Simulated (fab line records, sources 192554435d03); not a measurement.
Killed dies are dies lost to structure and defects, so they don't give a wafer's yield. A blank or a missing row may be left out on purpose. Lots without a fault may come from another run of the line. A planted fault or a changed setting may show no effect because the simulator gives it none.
fab line records | flow n5_finfet
record lots=6 wafers=18 last_day=14
route steps=1938 shown HKMG_FIN@442 GATE_CUT@465 PASSIVATION@1936
lots that met no fault: from a run of the same line without faults
start_h: hours from the record's first day to the start of the lot's first wafer shown | wait_h: hours since the lot's step before | " the same as in the row above | L1.1+2: a row that stands for several wafers | - no value, or no start given | * or withheld: withheld | < > ~ a bound
route shown NAME@n: a module of which the file shows steps, and the number in the route of the first | usual: mean/standard deviation of fault-free wafers | same: alike in all rows | chamber/n: place in a boat | sites: the reading at each site | _std_site: their standard deviation | _edge_site: outer sites' mean less inner sites' | radius_mm: how far each site lies from the wafer's centre | mask NAME#n: copy n | behind: the tool/chamber that last shaped the wafer | hold: why the lot was held/for how many hours/how that ended | device: the transistor (n, p or np) that didn't switch | end of line: the same wafers' tests at the end of the route | a step without rows: its recipe alone | killed: dies lost to structure and defects at the first sort, not the wafer's yield | map: a wafer's dies, x killed, . not, _ none there
set.NAME: the setting as run; set.NAME@STEP: as run at that earlier step | model.NAME: the simulator's own value behind a step, which no gauge read
lots at some steps of the route; a table a step, a row a wafer
services: from which hour (start_h, from the record's first day; less than 0 if before it) a tool's chamber was out of use, for how many hours, and why
## steps
# step N5_HKMG_FIN_ALD_91
# recipe material=TiN target_thk_a=10 temp_c=400 ald_precursor_family=TiCl4 ald_co_reactant=NH3 pulse_time_s=1 purge_time_s=3 co_reactant_purge_time_s=2 co_reactant_pulse_time_s=2 ald_cycles=47 pressure_torr=3
# usual heater_power_w=883/77 precursor_pulse_height_rel=0.998/0.019
# same ald_cycles=47
# columns lot.wafer tool chamber start_h wait_h heater_power_w precursor_pulse_height_rel
L452.1 ald_metal-01 2 76.53 0.3 911 1.024
L452.3 " 1 " " 932 1.025
L452.5 " 2 " " 890 1.022
L454.1 ald_metal-01 0 87.24 0.3 972 1.001
L454.2 " 3 " " 850 0.998
L454.6 " 1 " " 969 0.987
L459.1 ald_metal-01 1 116.92 0.3 935 0.976
L459.2 " 2 " " 923 0.988
L459.3 " 3 " " 842 0.986
L461.1 ald_metal-01 1 133.97 0.3 926 1.010
L461.2 " 2 " " 916 0.993
L461.5 " 3 " " 827 0.981
L462.2 ald_metal-03 2 140.86 0.3 750 1.019
L462.5 " 3 " " 995 0.992
L462.6 " 0 " " 899 1.000
L464.1 ald_metal-04 3 150.68 0.3 758 1.031
L464.4 " 2 " " 966 0.958
L464.5 " 2 " " 969 1.020
# step N5_HKMG_FIN_COAT_85
# recipe resist=SOC temp_c=250 time_s=60 spin_rpm=1500 resist_thk_nm=300
# step N5_HKMG_FIN_ETCH_86
# recipe chemistry=N2/H2 target=SOC target_depth_a=3932 stop_on=TiN ion_energy_ev=100 bias_w=61 pressure_mtorr=30 source_w=850 n2_flow_sccm=200 h2_flow_sccm=200
# usual chamber_pressure_mTorr=29.999/0.026 drypump_motor_current_A=6.0/0.38 oes_product_au=0.79/0.098 rf_vpp_V=241.2/1.2 showerhead_plenum_p_Torr=2.59/0.057 throttle_valve_pct=17.95/0.25
# columns lot.wafer tool chamber start_h wait_h chamber_pressure_mTorr drypump_motor_current_A oes_product_au rf_hours_counter_h rf_vpp_V showerhead_plenum_p_Torr throttle_valve_pct
L452.1 rie_diel-04 2 76.97 - 30.016 5.5 0.87 24 241.0 2.49 17.64
L452.3 " 3 " " 30.019 6.3 0.72 189 242.1 2.64 17.62
L452.5 " 2 " " 30.013 5.5 0.87 - 239.3 2.49 17.63
L454.1 rie_diel-06 1 87.60 - 30.015 6.6 0.67 231 240.8 2.61 17.84
L454.2 " 2 " " 29.988 5.9 0.73 208 240.4 2.51 17.93
L454.6 " 1 " " 30.024 6.6 0.68 - 240.8 2.61 17.82
L459.1 rie_diel-03 1 117.58 - 29.956 5.5 0.73 162 241.8 2.63 17.65
L459.2 " 3 " " 29.990 5.9 0.74 165 240.1 2.56 18.21
L459.3 " 0 " " 29.977 6.5 0.95 7 240.9 2.63 18.18
L461.1 rie_diel-03 0 134.54 - 30.005 6.5 0.91 14 241.1 2.62 18.20
L461.2 " 3 " " 30.021 5.9 0.73 172 241.3 2.56 18.23
L461.5 " 0 " " 30.032 6.6 0.91 - 240.5 2.62 18.22
L462.2 rie_diel-06 3 141.20 - 30.001 5.5 0.75 175 240.7 2.55 18.09
L462.5 " 3 " " 30.029 5.5 0.74 - 241.1 2.55 18.10
L462.6 " 0 " " 29.973 6.1 0.91 - 243.6 2.70 17.77
L464.1 rie_diel-06 2 151.02 - 30.013 5.9 0.70 234 240.7 2.50 17.98
L464.4 " 0 " " 30.006 6.1 0.90 - 242.4 2.70 17.78
L464.5 " 2 " " 30.004 5.9 0.70 - 241.0 2.50 17.98
# step N5_HKMG_FIN_STRIP_89
# recipe chemistry=N2/H2 material=SOC time_s=20 power_w=500 temp_c=40 pressure_mtorr=50 rf_frequency_hz=6e+07 bias_power_w=8 h2_frac=0.5 n2_flow_sccm=300 h2_flow_sccm=300
# step N5_HKMG_FIN_WET_ETCH_87
# recipe chemistry=SC1 target=TiN mix=1:2:40 temp_c=50 time_s=154.2 target_depth_nm=4.7 dry=ipa_marangoni rinse_time_s=30 rinse_temp_c=23
# step N5_HKMG_FIN_STRIP_88
# recipe chemistry=N2/H2 power_w=2500 temp_c=300 h2_frac=0.65 time_s=360 pressure_mtorr=withheld n2_flow_sccm=1750 h2_flow_sccm=3250
# step N5_HKMG_FIN_NWFM_ALD_20
# recipe material=TiAlC target_thk_a=20 temp_c=300 ald_precursor_family=TiCl4 ald_co_reactant=TEA pulse_time_s=3 purge_time_s=2 co_reactant_purge_time_s=2 co_reactant_pulse_time_s=10 ald_cycles=7 pressure_torr=3
# usual heater_power_w=489/44 precursor_pulse_height_rel=1.000/0.019
# same ald_cycles=7
# columns lot.wafer tool chamber start_h wait_h heater_power_w precursor_pulse_height_rel
L452.1 ald_metal-01 2 77.61 0.3 513 1.001
L452.3 " 1 " " 527 1.033
L452.5 " 2 " " 510 0.988
L454.1 ald_metal-04 2 88.23 0.3 517 1.036
L454.2 " 1 " " 476 1.018
L454.6 " 1 " " 482 0.978
L459.1 ald_metal-03 3 118.22 0.3 550 0.992
L459.2 " 0 " " 518 0.968
L459.3 " 2 " " 427 1.012
L461.1 ald_metal-01 0 135.39 0.5 542 0.999
L461.2 " 3 " " 494 0.999
L461.5 " 0 " " 530 0.995
L462.2 ald_metal-01 0 141.83 0.3 543 0.986
L462.5 " 1 " " 531 1.001
L462.6 " 0 " " 546 1.007
L464.1 ald_metal-01 2 151.65 0.3 515 0.980
L464.4 " 0 " " 544 0.976
L464.5 " 3 " " 480 0.976
# step N5_HKMG_FIN_ALD_71
# recipe material=TiN target_thk_a=10 temp_c=400 ald_precursor_family=TiCl4 ald_co_reactant=NH3 pulse_time_s=1 purge_time_s=3 co_reactant_purge_time_s=2 co_reactant_pulse_time_s=2 ald_cycles=47 pressure_torr=3
# step N5_HKMG_FIN_COAT_66
# recipe resist=SOC temp_c=250 time_s=60 spin_rpm=1500 resist_thk_nm=300
# step N5_HKMG_FIN_ETCH_67
# recipe chemistry=N2/H2 target=SOC target_depth_a=3889 stop_on=TiN ion_energy_ev=100 bias_w=61 pressure_mtorr=30 source_w=850 n2_flow_sccm=200 h2_flow_sccm=200
# step N5_HKMG_FIN_STRIP_90
# recipe chemistry=N2/H2 material=SOC time_s=20 power_w=500 temp_c=40 pressure_mtorr=50 rf_frequency_hz=6e+07 bias_power_w=8 h2_frac=0.5 n2_flow_sccm=300 h2_flow_sccm=300
# step N5_HKMG_FIN_WET_ETCH_73
# recipe chemistry=SC1 mix=1:2:40 temp_c=50 time_s=42.3 target_depth_nm=1.3 dry=ipa_marangoni rinse_time_s=30 rinse_temp_c=23
# step N5_HKMG_FIN_ETCHBACK_68
# recipe chemistry=Cl2/Ar stop_on=HfO2 target_depth_a=5 pressure_mtorr=10 icp_w=600 bias_w=60 Cl2_flow_sccm=40 Ar_flow_sccm=60
# usual chamber_pressure_mTorr=10.000/0.0095 drypump_motor_current_A=5.6/0.51 oes_product_au=0.77/0.11 throttle_valve_pct=20.98/0.25
# columns lot.wafer tool chamber start_h wait_h chamber_pressure_mTorr drypump_motor_current_A oes_product_au rf_hours_counter_h throttle_valve_pct
L452.1 rie_metal-03 1 78.26 0.0 9.998 5.3 0.88 8 20.52
L452.3 " 0 " " 9.985 6.3 0.82 - 21.09
L452.5 " 1 " " 10.000 5.3 0.87 - 20.52
L454.1 rie_metal-02 1 88.94 0.0 9.989 5.8 0.64 107 20.95
L454.2 " 0 " " 10.004 5.9 0.65 98 21.15
L454.6 " 0 " " 9.997 5.9 0.65 - 21.15
L459.1 rie_metal-01 1 118.87 0.0 10.004 5.8 0.63 112 20.88
L459.2 " 0 " " 9.990 4.8 0.92 7 21.21
L459.3 " 1 " " 10.009 5.8 0.63 - 20.90
L461.1 rie_metal-03 0 136.07 0.0 10.009 6.3 0.81 35 21.09
L461.2 " 1 " " 10.011 5.3 0.85 14 20.53
L461.5 " 0 " " 10.003 6.3 0.81 - 21.10
L462.2 rie_metal-03 1 142.55 0.0 9.981 5.3 0.84 15 20.53
L462.5 " 1 " " 10.017 5.3 0.84 - 20.55
L462.6 " 0 " " 9.994 6.3 0.81 - 21.10
L464.1 rie_metal-03 0 152.31 0.0 9.982 6.3 0.80 36 21.12
L464.4 " 1 " " 10.017 5.3 0.84 - 20.54
L464.5 " 1 " " 10.001 5.3 0.84 - 20.55
# step N5_HKMG_FIN_STRIP_69
# recipe chemistry=N2/H2 power_w=2500 temp_c=300 h2_frac=0.65 time_s=360 pressure_mtorr=withheld n2_flow_sccm=1750 h2_flow_sccm=3250
# usual drypump_motor_current_A=5.48/0.2 heater_power_w=431/24
# columns lot.wafer tool chamber start_h wait_h drypump_motor_current_A heater_power_w rf_hours_counter_h
L452.1 plasma_asher-01 1 78.43 0.1 5.49 423 37
L452.3 " 0 " " 5.64 392 -
L452.5 " 0 " " 5.66 394 -
L454.1 plasma_asher-02 1 89.08 0.1 5.62 457 90
L454.2 " 0 " " 5.15 442 90
L454.6 " 0 " " 5.16 457 -
L459.1 plasma_asher-01 1 119.01 0.1 5.49 434 45
L459.2 " 0 " " 5.67 391 45
L459.3 " 1 " " 5.49 423 -
L461.1 plasma_asher-02 0 136.21 0.1 5.16 449 98
L461.2 " 1 " " 5.64 437 98
L461.5 " 0 " " 5.14 463 -
L462.2 plasma_asher-02 0 142.69 0.1 5.17 452 99
L462.5 " 1 " " 5.63 432 -
L462.6 " 0 " " 5.15 450 -
L464.1 plasma_asher-01 0 152.45 0.1 5.64 384 52
L464.4 " 1 " " 5.49 435 -
L464.5 " 1 " " 5.50 426 -
# step N5_HKMG_FIN_ALD_21
# recipe material=TiN target_thk_a=15 temp_c=400 ald_precursor_family=TiCl4 ald_co_reactant=NH3 pulse_time_s=1 purge_time_s=3 co_reactant_purge_time_s=2 co_reactant_pulse_time_s=2 ald_cycles=68 pressure_torr=3
# step N5_HKMG_FIN_ALD_72
# recipe material=W target_thk_a=20 temp_c=300 pressure_torr=7.5 ald_precursor_family=WF6 ald_co_reactant=B2H6 pulse_time_s=1 purge_time_s=2 co_reactant_purge_time_s=2 co_reactant_pulse_time_s=3 ald_cycles=7
# step N5_HKMG_FIN_W_FILL_22
# recipe material=W target_thk_a=600 temp_c=400 pressure_torr=39.4 time_s=18.2
# step N5_HKMG_FIN_PRECLEAN_83
# recipe chemistry=DIW time_s=57.5 temp_c=23
# step N5_HKMG_FIN_SRD_84
# recipe dry_time_s=32 dry=n2_spin spin_rpm=1500
# step N5_HKMG_FIN_CMP_23
# recipe stop_on=SiNx t_overpolish_s=10 post_cmp_clean=rinse_only down_force_psi=4 platen_rpm=50.289 pad_velocity_m_s=1.0006 target_thk_nm=46.326
# usual motor_current_A=12.0/0.66 overpolish_run_s=9.999/0.0091 pad_life_wafers=1141/560 time_to_endpoint_s=10.9/2.9
# columns lot.wafer tool chamber start_h wait_h motor_current_A overpolish_run_s pad_life_wafers time_to_endpoint_s
L452.3 cmp-04 1 79.37 0.0 12.3 10.017 468 8.9
L452.1 " 0 " " 12.8 9.980 471 14.5
L452.5 " 2 " " 13.1 10.003 - 7.6
L454.2 cmp-04 2 90.08 0.1 13.0 10.008 553 7.0
L454.1 " 0 " " 12.5 10.006 555 11.2
L454.6 " 1 " " 12.1 9.981 - 6.9
L459.1 cmp-04 2 119.93 0.0 12.8 10.006 786 8.6
L459.2 " 0 " " 12.6 10.027 788 8.4
L459.3 " 1 " " 12.3 10.003 789 9.1
L461.2 cmp-03 0 137.12 0.0 11.5 10.011 1356 13.0
L461.1 " 1 " " 11.8 9.998 1357 11.8
L461.5 " 1 " " 11.8 9.998 - 12.7
L462.2 cmp-02 1 143.62 0.0 11.1 10.012 756 6.7
L462.5 " 1 " " 11.2 9.997 - 8.4
L462.6 " 2 " " 12.0 9.992 - 13.1
L464.1 cmp-03 3 153.52 0.2 11.9 10.013 1502 13.5
L464.4 " 0 " " 11.9 9.998 1503 10.9
L464.5 " 1 " " 11.4 10.006 - 11.7
# step N5_HKMG_FIN_CMP_94
# recipe stop_on=SiNx post_cmp_clean=w_dilute_nh4oh t_overpolish_s=4.7 down_force_psi=4 platen_rpm=50.289 pad_velocity_m_s=1.0006 target_thk_nm=43.299
# step N5_GATE_CUT_ETCHBACK_00
# recipe chemistry=SF6/Cl2 target=W pressure_mtorr=8 icp_w=900 bias_w=80 SF6_flow_sccm=40 Cl2_flow_sccm=60
# step N5_GATE_CUT_ETCH_56
# recipe chemistry=Cl2/Ar target=TiN target_depth_a=216 pressure_mtorr=10 icp_w=600 bias_w=60 Cl2_flow_sccm=40 Ar_flow_sccm=60
# step N5_GATE_CUT_ETCHBACK_30
# recipe chemistry=Cl2/Ar target=TiN target_depth_a=30 mode=isotropic pressure_mtorr=10 icp_w=600 bias_w=60 Cl2_flow_sccm=40 Ar_flow_sccm=60
# step N5_GATE_CUT_VAPOR_ETCH_60
# recipe chemistry=BCl3/Cl2 target=HfO2 mode=isotropic
# step N5_GATE_CUT_ETCH_58
# recipe chemistry=CH3F/O2 target=SiNx target_depth_a=170 time_s=128.6 ion_energy_ev=50 pressure_mtorr=30 source_w=415 bias_w=21 Ar_flow_sccm=150 CH3F_flow_sccm=30 O2_flow_sccm=20
# step N5_GATE_CUT_STRIP_59
# recipe chemistry=N2/H2 time_s=20 power_w=100 temp_c=40 pressure_mtorr=100 rf_frequency_hz=6e+07 bias_power_w=3 n2_flow_sccm=300 h2_flow_sccm=300
# step N5_GATE_CUT_PRECLEAN_31
# recipe temp_c=23 chemistry=DIW time_s=300
# step N5_GATE_CUT_SRD_32
# recipe time_s=30 temp_c=23 rinse_liquid=diw dry=ipa_marangoni
# step N5_GATE_CUT_SAC_CAP_01
# recipe material=SiNx target_thk_a=240 temp_c=400 ald_precursor_family=SiH2I2 ald_co_reactant=N2/H2-plasma pulse_time_s=1 ald_cycles=480 purge_time_s=2 co_reactant_purge_time_s=2 pressure_torr=2
# step N5_GATE_CUT_PECVD_57
# recipe material=SiNx target_thk_a=210 temp_c=400 precursor=SiH4/NH3/N2 pressure_torr=1.5 rf_w=300
# step N5_GATE_CUT_CMP_02
# recipe stop_on=SiO2 t_overpolish_s=12.7 post_cmp_clean=alkaline_brush down_force_psi=2.5 platen_rpm=51.8 pad_velocity_m_s=1.0307 target_thk_nm=0
# step N5_GATE_CUT_HM_DEP_46
# recipe material=SiO2 target_thk_a=1300 temp_c=400 precursor=TEOS/O2 pressure_torr=6.5 rf_w=900 teos_flow_sccm=161.4 gas=O2 flow_sccm=2650 time_s=26.6
# step N5_GATE_CUT_COAT_34
# recipe resist=SOC temp_c=250 time_s=60 spin_rpm=1500 resist_thk_nm=60
# step N5_GATE_CUT_COAT_35
# recipe resist=SiARC temp_c=220 time_s=60 spin_rpm=1500 resist_thk_nm=10
# step N5_GATE_CUT_COAT_27
# recipe resist=underlayer temp_c=205 time_s=60 spin_rpm=1500 resist_thk_nm=10
# step N5_GATE_CUT_COAT_07
# recipe resist=CAR-EUV spin_rpm=1500 resist_thk_nm=30
# step N5_GATE_CUT_EBR_09
# recipe solvent=PGMEA ebr_width_mm=1.5
# step N5_GATE_CUT_SOFTBAKE_08
# recipe temp_c=110 time_s=60 resist=CAR-EUV
# step N5_PASSIVATION_PROBE_49
# usual defect_limited_yield=91.2/1.5 killed_at_M0_to_M3=31/10 killed_at_M4_up=15/5.9 killed_at_contacts=13/6 killed_at_front_end=41/11 killed_at_other=4/3.1 killed_dies=104/18 killed_open=68/13 killed_short=33/8.1 sort_bin_5_function=5.1/1.1 sort_bin_6_memory=3.2/0.69 sort_n_pass=1076/18 sort_yield_pct=91.2/1.5
# same gross_dies=1180 killed_at_back_side=0 sort_bin_4_leakage[%]=0 sort_bin_8_speed[%]=0
# columns lot.wafer tool chamber start_h wait_h defect_limited_yield[%] killed_at_M0_to_M3 killed_at_M4_up killed_at_contacts killed_at_front_end killed_at_other killed_dies killed_open killed_short sort_bin_5_function[%] sort_bin_6_memory[%] sort_n_pass sort_yield_pct[%]
L452.1 prober-01 - 279.49 0.0 92.5 39 14 12 22 2 89 61 25 5.1 2.3 1091 92.5
L452.3 prober-01 - 279.59 0.1 90.9 26 18 10 50 3 107 66 37 5.8 3.1 1073 90.9
L452.5 prober-01 - 279.69 0.2 88.9 36 22 18 53 2 131 95 33 6.9 4.1 1049 88.9
L454.1 prober-02 - 279.65 0.0 92.5 28 8 12 33 8 89 65 24 5.2 2.2 1091 92.5
L454.2 prober-02 - 279.70 0.1 91.4 43 5 16 37 1 102 77 25 5.2 3.1 1078 91.4
L454.6 prober-02 - 279.90 0.3 90.0 41 13 34 29 1 118 81 37 6.6 3.1 1062 90.0
L461.1 prober-02 - 310.54 0.0 92.4 14 15 22 37 2 90 57 29 4.1 3.1 1090 92.4
L461.2 prober-02 - 310.59 0.1 92.3 40 15 7 29 0 91 56 35 3.5 4.0 1089 92.3
L461.5 prober-02 - 310.74 0.2 91.5 34 14 12 39 1 100 72 24 5.4 2.5 1080 91.5
L459.1 prober-02 - 316.11 0.0 91.2 25 20 16 37 6 104 75 25 5.2 3.6 1076 91.2
L459.2 prober-02 - 316.16 0.1 92.8 25 6 9 39 6 85 45 39 4.9 1.9 1095 92.8
L459.3 prober-02 - 316.21 0.1 90.7 32 13 12 46 7 110 63 37 5.7 2.6 1070 90.7
L462.2 prober-01 - 342.71 0.9 93.5 30 8 9 30 0 77 49 26 3.2 2.7 1103 93.5
L462.5 prober-01 - 342.86 1.1 90.6 39 15 7 45 5 111 70 40 5.2 4.1 1069 90.6
L462.6 prober-01 - 342.91 1.1 83.1 33 12 10 141 3 199 66 32 11.1 4.4 981 83.1
L464.1 prober-01 - 342.96 0.6 84.2 28 9 15 129 6 187 65 31 11.1 3.0 993 84.2
L464.4 prober-01 - 343.11 0.7 89.8 19 22 25 44 10 120 82 37 5.6 3.7 1060 89.8
L464.5 prober-01 - 343.16 0.8 91.9 31 30 11 20 4 96 68 28 5.2 2.5 1084 91.9
# killed by level:class
L452.1 BEOL_M2:geometric_particle:open=15 MOL_CONTACT_COAG:geometric_particle:open=11 BEOL_M0_SAQP:geometric_particle:short=8 BEOL_M4:geometric_particle:open=7 BEOL_M0_SAQP:geometric_particle:open=5 STARTING-WAFER:geometric_particle:open=5 FIN_SAQP:geometric_particle:short=3 STI_FIN_REVEAL:geometric_particle:open=3
L452.3 STI_FIN_REVEAL:geometric_particle:open=18 BEOL_M4:geometric_particle:open=10 MOL_CONTACT_COAG:geometric_particle:open=9 FIN_SAQP:geometric_particle:short=8 BEOL_M0_SAQP:geometric_particle:short=6 GATE_CUT:geometric_particle:short=5 DUMMY_GATE:geometric_particle:open=5 BEOL_M3:geometric_particle:short=4
L454.1 STI_FIN_REVEAL:geometric_particle:open=12 MOL_CONTACT_COAG:geometric_particle:open=10 BEOL_M2:geometric_particle:open=8 BEOL_M0_SAQP:geometric_particle:open=6 DUMMY_GATE:geometric_particle:open=4 GATE_CUT:geometric_particle:short=4 BEOL_M4:geometric_particle:open=4 MIM_TOP:geometric_particle:open=4
L452.5 STI_FIN_REVEAL:geometric_particle:open=19 MOL_CONTACT_COAG:geometric_particle:open=17 BEOL_M4:geometric_particle:open=14 FIN_SAQP:geometric_particle:open=10 BEOL_M0_SAQP:geometric_particle:open=9 BEOL_M0_SAQP:geometric_particle:short=6 BEOL_M2:geometric_particle:open=6 BEOL_M3:geometric_particle:open=6
L454.2 STI_FIN_REVEAL:geometric_particle:open=15 BEOL_M2:geometric_particle:open=13 DUMMY_GATE:geometric_particle:open=9 BEOL_M0_SAQP:geometric_particle:open=9 MOL_CONTACT_COAG:geometric_particle:open=8 MOL_CONTACT_COAG:geometric_particle:short=8 BEOL_M3:geometric_particle:open=6 BEOL_M1:geometric_particle:open=4
L454.6 MOL_CONTACT_COAG:geometric_particle:open=30 BEOL_M0_SAQP:geometric_particle:short=11 BEOL_M0_SAQP:geometric_particle:open=9 STI_FIN_REVEAL:geometric_particle:open=8 DUMMY_GATE:geometric_particle:open=6 BEOL_M2:geometric_particle:open=6 GATE_CUT:geometric_particle:short=4 MOL_CONTACT_COAG:geometric_particle:short=4
L461.1 MOL_CONTACT_COAG:geometric_particle:open=18 BEOL_M4:geometric_particle:open=8 FIN_SAQP:geometric_particle:open=5 STI_FIN_REVEAL:geometric_particle:open=4 GATE_CUT:geometric_particle:short=4 MOL_CONTACT_COAG:geometric_particle:short=4 BEOL_M0_SAQP:geometric_particle:open=4 BEOL_M1:geometric_particle:open=4
L461.2 BEOL_M3:geometric_particle:open=10 BEOL_M0_SAQP:geometric_particle:short=8 BEOL_M1:geometric_particle:open=7 BEOL_M5:geometric_particle:open=6 FIN_SAQP:geometric_particle:open=5 MOL_CONTACT_COAG:geometric_particle:open=5 BEOL_M4:geometric_particle:open=5 FIN_SAQP:geometric_particle:short=4
L461.5 BEOL_M3:geometric_particle:open=16 MOL_CONTACT_COAG:geometric_particle:open=12 BEOL_M4:geometric_particle:open=9 FIN_SAQP:geometric_particle:open=6 DUMMY_GATE:geometric_particle:open=6 BEOL_M1:geometric_particle:open=6 FIN_SAQP:geometric_particle:short=4 BEOL_M2:geometric_particle:open=4
L459.1 MOL_CONTACT_COAG:geometric_particle:open=12 BEOL_M4:geometric_particle:open=9 DUMMY_GATE:geometric_particle:open=8 BEOL_M0:geometric_particle:open=7 FIN_SAQP:geometric_particle:open=6 STI_FIN_REVEAL:geometric_particle:open=5 BEOL_M1:geometric_particle:open=5 MOL_CONTACT_COAG:geometric_particle:short=4
L459.2 FIN_SAQP:geometric_particle:short=10 FIN_SAQP:geometric_particle:open=9 BEOL_M3:geometric_particle:open=9 GATE_CUT:geometric_particle:short=6 MOL_CONTACT_COAG:geometric_particle:open=6 BEOL_M0:geometric_particle:open=5 BEOL_M4:geometric_particle:short=4 STARTING-WAFER:geometric_particle:short=4
L459.3 HKMG_FIN:area_etch=9 MOL_CONTACT_COAG:geometric_particle:open=8 BEOL_M2:geometric_particle:open=7 BEOL_M3:geometric_particle:open=6 STI_FIN_REVEAL:geometric_particle:open=5 BEOL_M0:geometric_particle:open=5 FIN_SAQP:geometric_particle:short=4 MOL_CONTACT_COAG:geometric_particle:short=4
L462.2 BEOL_M2:geometric_particle:open=15 FIN_SAQP:geometric_particle:open=9 MOL_CONTACT_COAG:geometric_particle:open=8 BEOL_M0_SAQP:geometric_particle:short=5 BEOL_M2:geometric_particle:short=5 FIN_SAQP:geometric_particle:short=4 STARTING-WAFER:geometric_particle:short=4 SPACER0:geometric_particle:open=3
L462.5 BEOL_M2:geometric_particle:open=13 STI_FIN_REVEAL:geometric_particle:open=9 FIN_SAQP:geometric_particle:short=7 FIN_SAQP:geometric_particle:open=7 SPACER0:geometric_particle:short=6 MOL_CONTACT_COAG:geometric_particle:open=6 BEOL_M4:geometric_particle:open=6 BEOL_M0_SAQP:geometric_particle:open=5
L462.6 HKMG_FIN:unspecified=101 FIN_SAQP:geometric_particle:open=10 STI_FIN_REVEAL:geometric_particle:open=8 BEOL_M0_SAQP:geometric_particle:short=8 MOL_CONTACT_COAG:geometric_particle:open=7 BEOL_M2:geometric_particle:open=7 FIN_SAQP:geometric_particle:short=6 BEOL_M3:geometric_particle:open=6
L464.1 HKMG_FIN:unspecified=90 MOL_CONTACT_COAG:geometric_particle:open=14 FIN_SAQP:geometric_particle:open=11 FIN_SAQP:geometric_particle:short=11 BEOL_M4:geometric_particle:open=7 BEOL_M0_SAQP:geometric_particle:short=6 BEOL_M0_SAQP:geometric_particle:open=6 BEOL_M1:geometric_particle:open=6
L464.4 MOL_CONTACT_COAG:geometric_particle:open=18 STI_FIN_REVEAL:geometric_particle:open=11 DUMMY_GATE:geometric_particle:open=11 BEOL_M4:geometric_particle:open=11 MOL_CONTACT_COAG:geometric_particle:short=7 FIN_SAQP:geometric_particle:open=4 FIN_SAQP:geometric_particle:short=4 BEOL_M0_SAQP:geometric_particle:short=4
L464.5 BEOL_M4:geometric_particle:open=17 MOL_CONTACT_COAG:geometric_particle:open=9 BEOL_M0_SAQP:geometric_particle:short=8 BEOL_M2:geometric_particle:open=7 BEOL_M0:geometric_particle:open=5 BEOL_M5:geometric_particle:open=5 FIN_SAQP:geometric_particle:short=3 FIN_SAQP:geometric_particle:open=3
# map L462.6 (x killed, . not)
_________________............________________
______________..........x......x_____________
___________....x.....x.............__________
__________.........................._________
________.....x..x...........x.....x..x_______
_______.....x..................x.......______
______.................................._____
_____..............................x.....____
____x...x.................................___
___.....x...x..........x.....xx.........x..__
___..x......x............x........x...xx...__
__.........x...............................x_
__..........x.....x................x........_
_..x....x.......x.x.....x..............x.....
_..........xx.xxxxxx..x...x..x...x.....x.....
_.............xxxxxxxx.x..........x.x........
_.........xxxxxxxxxxxxx......................
_......x...xxxxxxxxxxxx.......x.x...xx...x...
_.......xxxxxxxxxxxx..x..x.................x.
_...x...x.x.xxxxxxxxxxx....................x.
_.x........xxxxxxxxxxx.......................
__.xx.x.x.....xxxxxxxxxx...............x...x_
__..xx...x..xxxxxxxxx.x................x...._
___..........x.x...x.......x.....x.........__
___................xx.....x................__
____..........x...x......x................___
_____.......x...............x.......x....____
______..........x..x.x..x..x.......x...._____
_______x..x........x....xxx....x.....x.______
________.....x........................_______
__________....x.......x............._________
___________.....x.x................__________
______________................xx_____________
_________________............________________
# map L464.1 (x killed, . not)
_________________..x.........________________
______________x.........x......._____________
___________....................x..x__________
__________.........................._________
________.xx.x........................._______
_______.x..............x..........x....______
______.......x........x................._____
_____....................................____
____.............x.....xx.......x.........___
___.......x.x.....xx....x.x.........x...x..__
___..................x...x.................__
__...........x.x...........x................_
__...............x....x.x..................x_
_..........x..x.xx...........................
_............x.xxxxxx.....x........x..x......
_.........x.xxxxxxxx..............x..........
_......xx.x..xxxxxxx.x...xx...x............x.
_..........xxxxxxxxxxx.x....x...........x....
_..........xxxxxxxxxxx.xx.x.....xx....x...x..
_....x..x...xxxxxxxxxxx.....x................
_...........xxxxxxxxxxx......................
__........xxxxxxxx.xx........x.x..........x._
__...x....x..xxxxx.xx......................._
___.x.........x....xxx...x...........x....x__
___..............x..x......x..........x....__
____..x......................x..x.........___
_____.........x.......................x..____
______.............x...x......x.......x._____
_______..........x............x.x......______
________..x.........x........x..xx...._______
__________x.......x.x.......x......._________
___________........................__________
______________..........x......._____________
_________________....x.......________________
## services
# columns tool chamber start_h hours kind
ald_metal-03 1 53.59 25.6 repair
rie_metal-01 - 54.15 0.3 repair
rie_diel-04 2 58.10 1.9 repair
rie_metal-01 1 66.46 47.8 repair
rie_diel-04 1 71.78 3.2 repair
rie_diel-06 0 77.14 - clean
rie_diel-06 0 77.14 - consumable_replace:esc
rie_diel-06 0 77.14 - consumable_replace:focus_ring
rie_diel-06 0 77.14 - consumable_replace:showerhead
rie_diel-06 0 77.14 23.0 scheduled_down
rie_diel-06 0 77.14 23.0 vent_cycle
rie_metal-01 0 77.86 4.7 repair
plasma_asher-02 - 78.02 2.8 pm
cmp-04 - 81.89 0.6 repair
rie_diel-06 1 100.93 9.5 repair
cmp-03 - 114.92 5.2 pm
rie_diel-03 2 117.19 15.1 repair
rie_metal-02 0 119.98 2.2 repair
ald_metal-04 1 120.06 7.5 repair
ald_metal-04 - 121.13 0.6 repair
cmp-04 - 123.04 2.1 repair
cmp-02 - 130.62 2.9 repair
rie_diel-06 1 145.99 - clean
cmp-02 - 153.46 31.7 pm
## key
first_sign step=N5_PASSIVATION_PROBE_49 reading=killed_at_front_end direction=up sigmas=8.7 usual=41 struck=135
effect step=N5_PASSIVATION_PROBE_49 reading=killed_dies direction=up sigmas=5 usual=104 struck=193
more_kills_born_at N5_HKMG_FIN_ETCHBACK_68@rie_metal-03=191
met_at N5_HKMG_FIN_ETCHBACK_68
struck_wafers L462.6,L464.1
onset_between 136.07 142.55
fault kind=chamber_particle_source tool=rie_metal-03 chamber=0 onset_h=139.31 steps=N5_HKMG_FIN_ETCHBACK_68 rate_per_visit_cm2=0.53712 end_h=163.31
